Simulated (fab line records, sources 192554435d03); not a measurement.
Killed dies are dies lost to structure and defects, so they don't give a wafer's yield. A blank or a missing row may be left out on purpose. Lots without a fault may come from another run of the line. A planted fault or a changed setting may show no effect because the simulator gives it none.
fab line records | flow n5_finfet
record lots=7 wafers=19 last_day=17
route steps=1938 shown BEOL_M1@833 BEOL_M2@841 BEOL_M4@1111 PASSIVATION@1936
lots that met no fault: from a run of the same line without faults
start_h: hours from the record's first day to the start of the lot's first wafer shown | wait_h: hours since the lot's step before | " the same as in the row above | L1.1+2: a row that stands for several wafers | - no value, or no start given | * or withheld: withheld | < > ~ a bound
route shown NAME@n: a module of which the file shows steps, and the number in the route of the first | usual: mean/standard deviation of fault-free wafers | same: alike in all rows | chamber/n: place in a boat | sites: the reading at each site | _std_site: their standard deviation | _edge_site: outer sites' mean less inner sites' | radius_mm: how far each site lies from the wafer's centre | mask NAME#n: copy n | behind: the tool/chamber that last shaped the wafer | hold: why the lot was held/for how many hours/how that ended | device: the transistor (n, p or np) that didn't switch | end of line: the same wafers' tests at the end of the route | a step without rows: its recipe alone | killed: dies lost to structure and defects at the first sort, not the wafer's yield | map: a wafer's dies, x killed, . not, _ none there
set.NAME: the setting as run; set.NAME@STEP: as run at that earlier step | model.NAME: the simulator's own value behind a step, which no gauge read
lots at some steps of the route; a table a step, a row a wafer
services: from which hour (start_h, from the record's first day; less than 0 if before it) a tool's chamber was out of use, for how many hours, and why
## steps
# step N5_BEOL_M1_CMP_52
# recipe stop_on=SiOC t_overpolish_s=6.8 down_force_psi=1 platen_rpm=50 clearing_platen_down_force_psi=1.5 clearing_platen_rpm=50 post_cmp_clean=cu_alkaline target_thk_nm=40 clearing_platen_pad_velocity_m_s=0.99484 pad_velocity_m_s=0.99484
# usual barrier_field_endpoint_s=24.1/0.59 motor_current_A=5.9/0.58 overpolish_run_s=6.801/0.0096 time_to_endpoint_s=60/3.1
# columns lot.wafer tool chamber start_h wait_h barrier_field_endpoint_s motor_current_A overpolish_run_s time_to_endpoint_s
L322.4 cmp-01 0 189.09 0.1 23.7 6.3 6.818 60
L322.2 " 1 " " 24.0 5.2 6.782 62
L322.3 " 3 " " 24.2 5.4 6.788 61
L325.2 cmp-01 3 193.12 0.2 23.8 5.7 6.803 59
L325.6 " 2 " " 24.5 6.3 6.796 57
L325.5 " 3 " " 24.7 5.7 6.804 60
L330.4 cmp-01 1 238.57 0.2 24.2 5.4 6.803 58
L330.5 " 3 " " 23.3 5.2 6.781 54
L330.6 " 0 " " 23.8 6.7 6.809 60
L331.2 cmp-01 3 242.00 0.5 23.9 5.2 6.784 59
L331.5 " 0 " " 24.7 6.2 6.806 61
L332.3 cmp-03 3 252.45 0.2 24.4 6.0 6.822 62
L332.5 " 1 " " 24.5 7.3 6.802 61
L336.4 cmp-04 2 263.20 0.2 24.4 5.2 6.810 59
L336.3 " 3 " " 24.2 6.2 6.796 60
L336.5 " 3 " " 24.1 6.2 6.811 57
L335.4 cmp-01 1 264.97 0.2 24.1 5.5 6.801 61
L335.3 " 3 " " 23.8 5.2 6.810 56
L335.6 " 1 " " 24.1 5.2 6.823 60
# step N5_BEOL_M1_THK_MEAS_53
# recipe thk_meas_gauge=xrf reads=Cu_of_BEOL_M1_ECD_50
# usual M1_THK=39.1/1.8
# columns lot.wafer tool chamber start_h wait_h M1_THK[nm]
L322.2 film_metro-02 - 189.39 - 39.6
L322.3 " - " " 37.9
L322.4 " - " " 41.1
L325.2 film_metro-01 - 193.37 - 40.0
L325.5 " - " " 41.9
L325.6 " - " " 38.7
L330.4 film_metro-02 - 238.89 - 37.2
L330.5 " - " " 40.6
L330.6 " - " " 40.0
L331.2 film_metro-02 - 242.18 - 35.3
L331.5 " - " " 37.8
L332.3 film_metro-01 - 252.67 - 38.8
L332.5 " - " " 39.7
L336.3 film_metro-01 - 263.50 - 38.2
L336.4 " - " " 38.0
L336.5 " - " " 39.6
L335.3 film_metro-02 - 265.22 - 38.6
L335.4 " - " " 41.8
L335.6 " - " " 41.9
# step N5_BEOL_M1_PRE_CLEAN_60
# recipe gas=NH3/H2 time_s=15 temp_c=* rf_power_w=300
# usual heater_power_w=79/12 susceptor_temp_C=*
# same time_s=15
# columns lot.wafer tool chamber start_h wait_h heater_power_w since_wet_clean_h susceptor_temp_C
L322.2 cvd_co-02 0 189.42 0.0 83 731 *
L322.3 " 1 " " 106 1168 *
L322.4 " 0 " " 85 - *
L325.2 cvd_co-02 1 193.41 0.0 102 1172 *
L325.5 " 1 " " 103 - *
L325.6 " 2 " " 73 - *
L330.4 cvd_co-01 1 238.95 0.1 72 - *
L330.5 " 0 " " 69 - *
L330.6 " 2 " " 73 - *
L331.2 cvd_co-02 1 242.22 0.0 104 1221 *
L331.5 " 2 " " 74 - *
L332.3 cvd_co-01 1 252.70 0.0 70 116 *
L332.5 " 0 " " 69 - *
L336.3 cvd_co-02 1 263.53 0.0 102 1242 *
L336.4 " 1 " " 101 - *
L336.5 " 2 " " 72 - *
L335.3 cvd_co-02 1 265.26 0.0 108 1244 *
L335.4 " 1 " " 103 - *
L335.6 " 2 " " 75 - *
# step N5_BEOL_M1_CO_CAP_55
# recipe material=Co target_thk_a=20 temp_c=200 precursor=CCTBA/H2 pressure_torr=30 time_s=102.1
# usual heater_power_w=229/15 susceptor_temp_C=200.00/0.17
# same time_s=102.1
# columns lot.wafer tool chamber start_h wait_h heater_power_w since_wet_clean_h susceptor_temp_C
L322.2 cvd_co-02 0 189.46 0.0 235 731 199.88
L322.3 " 1 " " 264 1168 200.15
L322.4 " 0 " " 231 - 199.83
L325.2 cvd_co-02 1 193.45 0.0 260 1172 199.96
L325.5 " 1 " " 261 - 199.71
L325.6 " 2 " " 226 - 200.26
L330.4 cvd_co-01 1 239.00 0.0 219 - 200.07
L330.5 " 0 " " 223 - 199.69
L330.6 " 2 " " 224 - 200.02
L331.2 cvd_co-02 1 242.26 0.0 261 1221 199.84
L331.5 " 2 " " 225 - 199.91
L332.3 cvd_co-01 1 252.74 0.0 218 116 200.16
L332.5 " 0 " " 215 - 199.91
L336.3 cvd_co-02 1 263.57 0.0 264 1242 199.91
L336.4 " 1 " " 258 - 199.95
L336.5 " 2 " " 224 - 199.75
L335.3 cvd_co-02 1 265.30 0.0 256 1244 199.76
L335.4 " 1 " " 261 - 199.58
L335.6 " 2 " " 225 - 199.95
# step N5_BEOL_M1_PRE_CLEAN_56
# recipe gas=NH3 time_s=15 temp_c=withheld rf_power_w=300
# step N5_BEOL_M1_DEP_57
# recipe material=SiCN target_thk_a=80 temp_c=withheld precursor=3MS/NH3 pressure_torr=3 rf_w=202 time_s=14
# step N5_BEOL_M1_RS_MEAS_58
# recipe thk_meas_gauge=four-point-probe reads=Co_of_BEOL_M1_CO_CAP_55+Cu_of_BEOL_M1_ECD_50+Co_of_BEOL_M1_CVD_47+TaN_of_BEOL_M1_ALD_84
# usual M1_RS=0.69/0.042
# columns lot.wafer tool chamber start_h wait_h M1_RS[ohm/sq]
L322.2 film_metro-02 - 189.65 0.1 0.68
L322.3 " - " " 0.72
L322.4 " - " " 0.65
L325.2 film_metro-01 - 193.63 0.1 0.66
L325.5 " - " " 0.63
L325.6 " - " " 0.69
L330.4 film_metro-02 - 239.15 0.0 0.74
L330.5 " - " " 0.67
L330.6 " - " " 0.67
L331.2 film_metro-02 - 242.44 0.1 0.78
L331.5 " - " " 0.72
L332.3 film_metro-01 - 252.93 0.1 0.69
L332.5 " - " " 0.67
L336.3 film_metro-02 - 263.79 0.1 0.71
L336.4 " - " " 0.71
L336.5 " - " " 0.67
L335.3 film_metro-02 - 265.51 0.1 0.70
L335.4 " - " " 0.63
L335.6 " - " " 0.63
# step N5_BEOL_M1_INSPECT_59
# recipe inspect_instrument=darkfield mode=post_dep
# usual raw_defect_count=70/21
# columns lot.wafer tool chamber start_h wait_h raw_defect_count
L322.2 defect_inspect-01 - 189.67 0.0 65
L322.3 " - " " 41
L322.4 " - " " 66
L325.2 defect_inspect-02 - 193.66 0.0 86
L325.5 " - " " 98
L325.6 " - " " 74
L330.4 defect_inspect-01 - 239.18 0.0 81
L330.5 " - " " 62
L330.6 " - " " 55
L331.2 defect_inspect-02 - 242.47 0.0 89
L331.5 " - " " 109
L332.3 defect_inspect-01 - 252.95 0.0 101
L332.5 " - " " 99
L336.3 defect_inspect-02 - 263.81 0.0 68
L336.4 " - " " 56
L336.5 " - " " 69
L335.3 defect_inspect-02 - 265.54 0.0 55
L335.4 " - " " 76
L335.6 " - " " 110
# step N5_BEOL_M2_ILD_DEP_00
# recipe material=SiOC target_thk_a=790 temp_c=350 precursor=DEMS/O2 pressure_torr=5 rf_w=500 time_s=15.3
# step N5_BEOL_M2_THK_MEAS_01
# recipe reads=SiOC_of_BEOL_M2_ILD_DEP_00
# usual M2_ILD_THK=79.0/1
# columns lot.wafer tool chamber start_h wait_h M2_ILD_THK[nm]
L322.2 film_metro-02 - 189.78 0.1 77.8
L322.3 " - " " 78.2
L322.4 " - " " 80.1
L325.2 film_metro-01 - 193.76 0.1 78.8
L325.5 " - " " 80.3
L325.6 " - " " 80.0
L330.4 film_metro-02 - 239.28 0.0 78.7
L330.5 " - " " 78.7
L330.6 " - " " 79.5
L331.2 film_metro-01 - 242.57 0.1 78.2
L331.5 " - " " 79.9
L332.3 film_metro-01 - 253.07 0.1 79.3
L332.5 " - " " 80.4
L336.3 film_metro-01 - 263.94 0.1 81.1
L336.4 " - " " 80.4
L336.5 " - " " 80.3
L335.3 film_metro-02 - 265.64 0.1 78.4
L335.4 " - " " 78.1
L335.6 " - " " 79.4
# step N5_BEOL_M2_PECVD_72
# recipe material=SiO2 target_thk_a=160 temp_c=400 precursor=TEOS/O2 pressure_torr=5.5 rf_w=450 teos_flow_sccm=53.8 gas=O2 flow_sccm=3000 time_s=18
# usual heater_power_w=701/91 showerhead_plenum_p_Torr=8.76/0.042 showerhead_vpp_V=1309/70 susceptor_temp_C=399.97/0.23 throttle_valve_pct=22.1/1.1
# same time_s=18
# columns lot.wafer tool chamber start_h wait_h heater_power_w showerhead_plenum_p_Torr showerhead_vpp_V since_wet_clean_h susceptor_temp_C throttle_valve_pct
L322.2 pecvd-04 1 189.81 0.0 671 8.73 1439 1981 400.03 22.3
L322.3 " 0 " " 671 8.78 1333 1256 399.57 21.8
L322.4 " 2 " " 726 8.71 1236 - 399.85 21.8
L325.2 pecvd-04 1 193.80 0.0 619 8.71 1410 1985 400.18 22.3
L325.5 " 0 " " 644 8.80 1338 - 399.71 21.9
L325.6 " 2 " " 771 8.71 1214 - 399.95 22.0
L330.4 pecvd-03 1 239.34 0.1 625 8.72 1301 - 400.02 24.1
L330.5 " 2 " " 727 8.75 1267 - 400.12 19.9
L330.6 " 0 " " 643 8.81 1401 - 399.65 22.0
L331.2 pecvd-04 0 242.61 0.0 675 8.79 1317 1309 399.62 21.8
L331.5 " 1 " " 673 8.70 1407 - 399.43 22.6
L332.3 pecvd-03 2 253.11 0.0 729 8.75 1291 203 399.96 19.8
L332.5 " 0 " " 632 8.80 1391 - 400.26 22.0
L336.3 pecvd-04 1 263.99 0.1 672 8.72 1409 - 399.84 22.4
L336.4 " 2 " " 714 8.73 1229 - 400.33 21.9
L336.5 " 1 " " 718 8.70 1423 - 400.12 22.6
L335.3 pecvd-04 1 265.70 0.1 708 8.73 1416 - 400.17 22.3
L335.4 " 2 " " 705 8.73 1220 - 400.02 22.2
L335.6 " 1 " " 694 8.71 1414 - 399.99 22.4
# step N5_BEOL_M2_HM_DEP_02
# recipe material=TiN target_thk_a=200 temp_c=25 chamber_pressure_pa=0.49996
# usual susceptor_temp_C=24.99/0.11 throttle_valve_pct=29.7/1.1
# columns lot.wafer tool chamber start_h wait_h susceptor_temp_C throttle_valve_pct
L322.2 pvd_sputter-03 - 190.20 0.4 24.96 30.9
L322.3 " - " " 24.91 29.5
L322.4 " - " " 24.94 30.3
L325.2 pvd_sputter-02 - 194.72 0.9 24.96 30.5
L325.5 " - " " 24.96 28.8
L325.6 " - " " 25.17 29.6
L330.4 pvd_sputter-01 - 241.20 1.8 24.77 29.3
L330.5 " - " " 24.82 31.1
L330.6 " - " " 25.21 30.6
L331.2 pvd_sputter-01 - 243.88 1.2 25.10 27.7
L331.5 " - " " 25.14 31.1
L332.3 pvd_sputter-03 - 253.20 0.1 25.06 29.8
L332.5 " - " " 25.17 28.7
L336.3 pvd_sputter-01 - 265.86 1.9 25.11 31.5
L336.4 " - " " 24.97 30.7
L336.5 " - " " 25.23 29.3
L335.3 pvd_sputter-01 - 266.08 0.4 24.93 31.0
L335.4 " - " " 24.90 29.4
L335.6 " - " " 24.99 31.2
# step N5_BEOL_M2_COAT_61
# recipe resist=SOC temp_c=250 time_s=60 spin_rpm=1500 resist_thk_nm=60
# usual heater_power_total_W=500.4/1.8 run_length_s=66.21/0.23
# columns lot.wafer tool chamber start_h wait_h heater_power_total_W run_length_s
L322.2 litho_track-02 0 190.32 0.1 502.8 66.39
L322.3 " 0 " " 500.4 66.22
L322.4 " 0 " " 501.9 66.30
L325.2 litho_track-01 0 194.85 0.1 500.4 65.82
L325.5 " 0 " " 497.8 66.00
L325.6 " 0 " " 501.6 65.91
L330.4 litho_track-02 0 241.33 0.1 502.2 66.26
L330.5 " 0 " " 498.7 77.68
L330.6 " 0 " " 497.4 66.25
L331.2 litho_track-02 0 244.00 0.1 500.1 77.65
L331.5 " 0 " " 501.8 77.75
L332.3 litho_track-02 0 253.33 0.1 501.2 66.20
L332.5 " 0 " " 501.5 77.65
L336.3 litho_track-01 0 265.99 0.1 500.3 65.87
L336.4 " 0 " " 498.2 65.95
L336.5 " 0 " " 498.8 65.99
L335.3 litho_track-03 0 266.21 0.1 502.9 66.64
L335.4 " 0 " " 502.8 66.49
L335.6 " 0 " " 500.8 66.52
# step N5_BEOL_M2_COAT_62
# recipe resist=SiARC temp_c=220 time_s=60 spin_rpm=1500 resist_thk_nm=12
# step N5_BEOL_M4_RC_MEAS_101
# usual DIBL_N=35.3/2.5 DIBL_P=35/3.3 IOFF_N=0.15/0.049 IOFF_P=0.20/0.056 ION_N=673/16 ION_P=462/10 SS_N=71.2/0.85 SS_P=73.0/0.97 VT_N=252/4.9 VT_P=-251/5
# columns lot.wafer tool chamber start_h wait_h DIBL_N[mV/V] DIBL_P[mV/V] IOFF_N[nA/um] IOFF_P[nA/um] ION_N[uA/um] ION_P[uA/um] SS_N[mV/dec] SS_P[mV/dec] VT_N[mV] VT_P[mV]
L322.2 prober-02 0 224.65 0.2 36.2 34 0.15 0.17 669 452 71.9 72.9 252 -255
L322.3 " 0 " " 41.0 42 0.26 0.29 698 470 72.6 74.8 242 -246
L322.4 " 0 " " 36.0 36 0.16 0.21 685 467 71.4 73.9 249 -250
L325.2 prober-02 0 237.71 0.2 34.4 33 0.13 0.15 665 452 70.7 72.0 253 -257
L325.5 " 0 " " 36.5 36 0.18 0.19 693 471 71.7 73.0 245 -256
L325.6 " 0 " " 32.6 31 0.10 0.13 649 445 71.2 71.2 255 -261
L330.4 prober-02 0 273.86 0.5 37.1 37 0.19 0.25 704 472 71.4 73.5 244 -248
L330.5 " 0 " " 37.2 37 0.18 0.24 686 464 71.6 74.3 246 -249
L330.6 " 0 " " 33.3 33 0.11 0.20 670 463 70.8 72.5 254 -249
L331.2 prober-01 0 287.91 0.5 36.9 38 0.19 0.24 683 465 71.4 73.2 245 -251
L331.5 " 0 " " 36.5 38 0.18 0.23 673 462 71.4 73.8 250 -249
L332.3 prober-01 0 292.66 0.3 36.0 36 0.14 0.20 664 459 70.9 73.6 253 -252
L332.5 " 0 " " 35.9 37 0.14 0.19 663 458 70.8 72.9 252 -252
L336.3 prober-02 0 297.61 0.3 33.5 34 0.12 0.15 659 454 71.2 73.8 255 -255
L336.4 " 0 " " 31.9 32 0.10 0.13 647 452 70.2 72.1 258 -258
L336.5 " 0 " " 31.8 31 0.10 0.13 655 452 69.8 71.9 259 -259
L335.3 prober-02 0 312.68 0.3 33.6 31 0.09 0.12 655 450 69.8 71.7 261 -259
L335.4 " 0 " " 36.0 34 0.11 0.15 661 451 70.6 73.6 257 -259
L335.6 " 0 " " 33.1 30 0.08 0.11 645 448 70.3 71.6 259 -262
# step N5_PASSIVATION_PROBE_49
# usual defect_limited_yield=91.3/1.4 killed_at_M0_to_M3=33/9.9 killed_at_M4_up=15/5.6 killed_at_contacts=13/5.7 killed_at_front_end=38/12 killed_at_other=4/3.1 killed_dies=103/17 killed_on_rim=13/4 killed_open=66/13 killed_short=32/7.8 sort_bin_5_function=5.1/0.95 sort_bin_6_memory=3.2/0.68 sort_bin_8_speed=0.02/0.22 sort_n_pass=1077/17 sort_yield_pct=91.3/1.5
# same gross_dies=1180 killed_at_back_side=0 sort_bin_4_leakage[%]=0
# columns lot.wafer tool chamber start_h wait_h defect_limited_yield[%] killed_at_M0_to_M3 killed_at_M4_up killed_at_contacts killed_at_front_end killed_at_other killed_dies killed_on_rim killed_open killed_short sort_bin_5_function[%] sort_bin_6_memory[%] sort_bin_8_speed[%] sort_n_pass sort_yield_pct[%]
L322.2 prober-01 - 335.23 0.1 92.4 26 7 12 36 9 90 20 49 29 3.4 3.1 0 1090 92.4
L322.3 prober-01 - 335.28 0.1 90.9 30 23 10 37 7 107 14 68 36 5.0 3.7 0 1073 90.9
L322.4 prober-01 - 335.33 0.2 91.9 33 8 10 40 4 95 8 50 44 5.1 2.8 0 1085 91.9
L325.2 prober-02 - 345.99 0.1 93.6 17 8 20 29 2 76 14 48 26 3.9 2.2 0 1104 93.6
L325.5 prober-02 - 346.14 0.2 92.8 22 12 9 42 0 85 10 63 22 4.2 2.9 0 1095 92.8
L325.6 prober-02 - 346.19 0.3 94.6 24 14 12 13 1 64 10 39 21 3.2 2.0 0.08 1115 94.5
L330.4 prober-01 - 379.96 0.2 92.3 21 14 16 32 8 91 10 70 19 4.9 2.6 0 1089 92.3
L330.5 prober-01 - 380.01 0.2 91.4 48 20 6 26 1 101 14 63 34 4.7 3.6 0 1079 91.4
L330.6 prober-01 - 380.06 0.3 89.4 55 18 8 43 1 125 15 81 43 5.4 4.5 0 1055 89.4
L331.2 prober-01 - 389.09 0.1 90.1 54 12 11 31 9 117 20 64 47 4.7 5.1 0 1063 90.1
L331.5 prober-01 - 389.24 0.2 91.6 30 15 19 33 2 99 17 75 20 4.3 4.0 0 1081 91.6
L332.3 prober-01 - 396.80 0.1 90.6 44 18 14 29 6 111 18 70 38 5.5 3.6 0 1069 90.6
L332.5 prober-01 - 396.90 0.2 90.0 43 7 18 38 12 118 20 73 37 5.4 3.7 0 1062 90.0
L336.3 prober-02 - 406.25 0.1 93.1 25 11 15 23 7 81 13 60 16 3.8 2.7 0 1099 93.1
L336.4 prober-02 - 406.30 0.2 93.9 19 17 12 22 2 72 6 40 29 3.1 2.5 0 1108 93.9
L336.5 prober-02 - 406.35 0.2 92.8 22 13 13 36 1 85 16 48 33 4.7 2.3 0 1095 92.8
L335.3 prober-01 - 419.10 0.1 90.4 25 12 13 58 5 113 11 65 43 5.0 4.3 0 1067 90.4
L335.4 prober-01 - 419.15 0.2 90.9 44 16 5 34 8 107 14 75 29 4.8 3.6 0 1073 90.9
L335.6 prober-01 - 419.25 0.3 89.6 41 10 18 49 5 123 17 76 43 5.8 4.2 0 1057 89.6
# killed by level:class
L322.2 MOL_CONTACT_COAG:geometric_particle:open=9 HKMG_FIN:area_etch=7 BEOL_M0_SAQP:geometric_particle:short=6 FIN_SAQP:geometric_particle:open=5 STI_FIN_REVEAL:geometric_particle:open=5 BEOL_M1:geometric_particle:open=5 STARTING-WAFER:geometric_particle:short=4 BEOL_M2:geometric_particle:open=4
L322.3 BEOL_M4:geometric_particle:open=13 FIN_SAQP:geometric_particle:short=10 FIN_SAQP:geometric_particle:open=8 BEOL_M0_SAQP:geometric_particle:open=8 MOL_CONTACT_COAG:geometric_particle:open=7 STI_FIN_REVEAL:geometric_particle:open=6 BEOL_M0_SAQP:geometric_particle:short=5 BEOL_M1:geometric_particle:open=5
L322.4 BEOL_M1:geometric_particle:open=11 GATE_CUT:geometric_particle:short=9 FIN_SAQP:geometric_particle:short=8 BEOL_M0_SAQP:geometric_particle:short=8 MOL_CONTACT_COAG:geometric_particle:open=7 BEOL_M3:geometric_particle:open=7 STI_FIN_REVEAL:geometric_particle:open=6 STARTING-WAFER:geometric_particle:short=5
L325.2 MOL_CONTACT_COAG:geometric_particle:open=17 STI_FIN_REVEAL:geometric_particle:open=7 BEOL_M0_SAQP:geometric_particle:open=6 GATE_CUT:geometric_particle:short=5 BEOL_M0_SAQP:geometric_particle:short=5 MOL_CONTACT_COAG:geometric_particle:short=3 STARTING-WAFER:geometric_particle:open=3 FIN_SAQP:geometric_particle:short=2
L325.5 STI_FIN_REVEAL:geometric_particle:open=18 STI_FIN_REVEAL:geometric_particle:short=6 MOL_CONTACT_COAG:geometric_particle:open=6 BEOL_M1:geometric_particle:open=6 BEOL_M0_SAQP:geometric_particle:open=5 BEOL_M2:geometric_particle:open=5 STARTING-WAFER:geometric_particle:open=5 FIN_SAQP:geometric_particle:open=4
L325.6 MOL_CONTACT_COAG:geometric_particle:open=8 BEOL_M0_SAQP:geometric_particle:short=8 BEOL_M0_SAQP:geometric_particle:open=6 BEOL_M4:geometric_particle:open=4 BEOL_M1:geometric_particle:open=3 BEOL_M2:geometric_particle:open=3 BEOL_M6:geometric_particle:open=3 STI_FIN_REVEAL:geometric_particle:short=2
L330.4 MOL_CONTACT_COAG:geometric_particle:open=12 DUMMY_GATE:geometric_particle:open=10 STI_FIN_REVEAL:geometric_particle:open=7 BEOL_M2:geometric_particle:open=7 BEOL_M3:geometric_particle:open=6 BEOL_M5:geometric_particle:open=6 BEOL_M4:geometric_particle:open=5 MOL_CONTACT_COAG:geometric_particle:short=4
L330.5 BEOL_M2:geometric_particle:open=12 STI_FIN_REVEAL:geometric_particle:open=11 BEOL_M4:geometric_particle:open=10 BEOL_M0_SAQP:geometric_particle:short=9 BEOL_M0:geometric_particle:open=7 BEOL_M1:geometric_particle:open=6 MOL_CONTACT_COAG:geometric_particle:open=5 BEOL_M2:geometric_particle:short=5
L330.6 BEOL_M2:geometric_particle:open=17 BEOL_M0_SAQP:geometric_particle:short=15 STI_FIN_REVEAL:geometric_particle:open=12 BEOL_M0_SAQP:geometric_particle:open=9 FIN_SAQP:geometric_particle:open=8 DUMMY_GATE:geometric_particle:open=7 MOL_CONTACT_COAG:geometric_particle:open=5 BEOL_M4:geometric_particle:open=5
L331.2 BEOL_M3:geometric_particle:open=16 BEOL_M0_SAQP:geometric_particle:short=8 BEOL_M0_SAQP:geometric_particle:open=8 BEOL_M2:geometric_particle:open=7 MOL_CONTACT_COAG:geometric_particle:open=6 GATE_CUT:geometric_particle:short=5 BEOL_M6:geometric_particle:open=5 STARTING-WAFER:geometric_particle:short=5
L331.5 MOL_CONTACT_COAG:geometric_particle:open=17 BEOL_M2:geometric_particle:open=13 BEOL_M4:geometric_particle:open=10 FIN_SAQP:geometric_particle:open=7 DUMMY_GATE:geometric_particle:open=5 ILD0:geometric_particle:short=5 BEOL_M0_SAQP:geometric_particle:open=5 GATE_CUT:geometric_particle:short=3
L332.3 BEOL_M0_SAQP:geometric_particle:short=14 MOL_CONTACT_COAG:geometric_particle:open=12 BEOL_M0_SAQP:geometric_particle:open=11 BEOL_M2:geometric_particle:open=8 BEOL_M4:geometric_particle:open=6 STI_FIN_REVEAL:geometric_particle:open=4 DUMMY_GATE:geometric_particle:open=4 BEOL_M2:geometric_particle:short=4
L332.5 MOL_CONTACT_COAG:geometric_particle:open=16 BEOL_M1:geometric_particle:open=10 BEOL_M0_SAQP:geometric_particle:open=8 BEOL_M0_SAQP:geometric_particle:short=7 FIN_SAQP:geometric_particle:open=6 STI_FIN_REVEAL:geometric_particle:open=6 BEOL_M1:geometric_particle:short=6 BEOL_M2:geometric_particle:open=5
L336.3 MOL_CONTACT_COAG:geometric_particle:open=13 STI_FIN_REVEAL:geometric_particle:open=9 BEOL_M2:geometric_particle:open=9 BEOL_M4:geometric_particle:open=8 BEOL_M1:geometric_particle:open=7 MIM_TOP:geometric_particle:short=4 BEOL_M0_SAQP:geometric_particle:open=3 BEOL_M6:geometric_particle:open=3
L336.4 BEOL_M2:geometric_particle:open=7 MOL_CONTACT_COAG:geometric_particle:open=7 GATE_CUT:geometric_particle:short=6 FIN_SAQP:geometric_particle:short=5 MOL_CONTACT_COAG:geometric_particle:short=5 BEOL_M0_SAQP:geometric_particle:short=4 BEOL_M5:geometric_particle:open=4 STI_FIN_REVEAL:geometric_particle:open=3
L336.5 MOL_CONTACT_COAG:geometric_particle:open=10 FIN_SAQP:geometric_particle:open=7 STI_FIN_REVEAL:geometric_particle:open=6 BEOL_M2:geometric_particle:open=6 STARTING-WAFER:geometric_particle:short=5 FIN_SAQP:geometric_particle:short=4 BEOL_M0_SAQP:geometric_particle:short=4 BEOL_M0_SAQP:geometric_particle:open=4
L335.3 GATE_CUT:geometric_particle:short=10 STI_FIN_REVEAL:geometric_particle:open=9 FIN_SAQP:geometric_particle:open=8 MOL_CONTACT_COAG:geometric_particle:open=8 DUMMY_GATE:geometric_particle:open=7 BEOL_M0_SAQP:geometric_particle:short=7 BEOL_M0_SAQP:geometric_particle:open=6 FIN_SAQP:geometric_particle:short=5
L335.4 STI_FIN_REVEAL:geometric_particle:open=13 BEOL_M0_SAQP:geometric_particle:open=9 BEOL_M1:geometric_particle:open=8 BEOL_M0_SAQP:geometric_particle:short=7 BEOL_M3:geometric_particle:open=7 BEOL_M4:geometric_particle:open=7 BEOL_M2:geometric_particle:open=6 FIN_SAQP:geometric_particle:open=5
L335.6 STI_FIN_REVEAL:geometric_particle:open=15 MOL_CONTACT_COAG:geometric_particle:open=11 BEOL_M0_SAQP:geometric_particle:short=10 BEOL_M0_SAQP:geometric_particle:open=10 FIN_SAQP:geometric_particle:open=6 BEOL_M3:geometric_particle:open=6 FIN_SAQP:geometric_particle:short=5 MOL_CONTACT_COAG:geometric_particle:short=5
## services
# columns tool chamber start_h hours kind
pecvd-03 1 190.69 5.5 scheduled_down
pecvd-04 1 199.84 2.1 scheduled_down
cmp-03 - 209.40 4.8 pm
cmp-04 - 214.94 4.2 pm
pvd_sputter-03 - 216.20 4.0 repair
cmp-01 - 218.45 0.2 repair
cmp-04 - 223.44 4.0 pm
cmp-01 - 227.34 0.2 repair
cmp-04 - 227.44 - consumable_replace:conditioner
cmp-04 - 227.44 - consumable_replace:pad
cmp-01 - 231.05 4.0 pm
cmp-01 - 235.05 - consumable_replace:conditioner
cmp-01 - 235.05 - consumable_replace:pad
cmp-01 - 248.78 5.1 pm
cmp-01 - 253.92 8.5 pm
cmp-04 - 261.59 0.5 repair
pecvd-04 0 262.33 5.5 scheduled_down
## key
first_sign step=N5_BEOL_M2_COAT_61 reading=run_length_s direction=up sigmas=51 usual=* struck=*
effect none on later readings
met_at N5_BEOL_M2_COAT_61
struck_wafers L330.5,L331.2,L331.5,L332.5
onset_between 190.32 241.33
fault kind=process_parameter_drift tool=litho_track-02 chamber=- onset_h=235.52 steps=N5_BEOL_M2_COAT_61 channel=time_s offset=* shape=step end_h=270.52 scope=struck_wafers_only acts_in=* stated=*
